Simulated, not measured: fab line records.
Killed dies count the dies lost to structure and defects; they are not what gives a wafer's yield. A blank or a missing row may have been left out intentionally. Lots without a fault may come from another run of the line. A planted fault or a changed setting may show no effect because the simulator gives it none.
Which tool was responsible?    flow nandHarc    7 lots, 21 wafers sampled, at 3 steps of a route of 1302

== WHAT EACH GAUGE READ, for each wafer ==
NHARC_END_SORT_01.
lot   measured      on         killedAtPeriphery
L726  day 27 11:55  prober-02  4 2 2
L732  day 29 05:26  prober-02  3 1 3

== TOOL THAT RAN EACH LOT (tool first, then ch and the chambers of the sampled wafers, then the start) ==
lot   NHARC_A_CONTACT_ETCH_136            NHARC_A_BLC_SOFTBAKE_05
L722  harCapEtch-03 ch 0,1, day 23 19:08  lithoTrack-04 ch 0, day 23 23:00
L726  harCapEtch-02 ch 0,1, day 25 11:20  lithoTrack-06 ch 0, day 25 15:00
L732  harCapEtch-03 ch 0,1, day 27 07:55  lithoTrack-01 ch 0, day 27 11:00
L734  harCapEtch-02 ch 0,1, day 28 05:04  lithoTrack-06 ch 0, day 28 09:00
L738  harCapEtch-03 ch 0,1, day 30 07:24  lithoTrack-04 ch 0, day 30 11:00
L740  harCapEtch-01 ch 0,1, day 31 03:23  lithoTrack-01 ch 0, day 31 07:00
L742  harCapEtch-03 ch 0,1, day 31 18:37  lithoTrack-06 ch 0, day 31 22:00
- NHARC_A_CONTACT_ETCH_136: etches the open film in C4F8/O2/Ar, time 311 s, target depth 1912 nm.
- NHARC_A_BLC_SOFTBAKE_05: time 55 s.

== THE ANSWER, worked out from the rows above alone ==
Rule: usual is defined by the lots themselves. The widest of any qualifying gaps counts: lots, ordered by their means at a reading, are off when they make up no more than a third of the lots, leave a main group of 4 or more, and stand apart from it by 3 or more times the standard deviation of that group's means. Not used: any main group whose means are identical at the precision the tables above print for the reading. Also off: a lot with no number at a reading for which 4 or more lots have one. The other lots that the step has rows for count as sound.
No lot is off on any of the readings shown, so nothing can be concluded from this.

== WHAT THE SIMULATOR PUT IN ==
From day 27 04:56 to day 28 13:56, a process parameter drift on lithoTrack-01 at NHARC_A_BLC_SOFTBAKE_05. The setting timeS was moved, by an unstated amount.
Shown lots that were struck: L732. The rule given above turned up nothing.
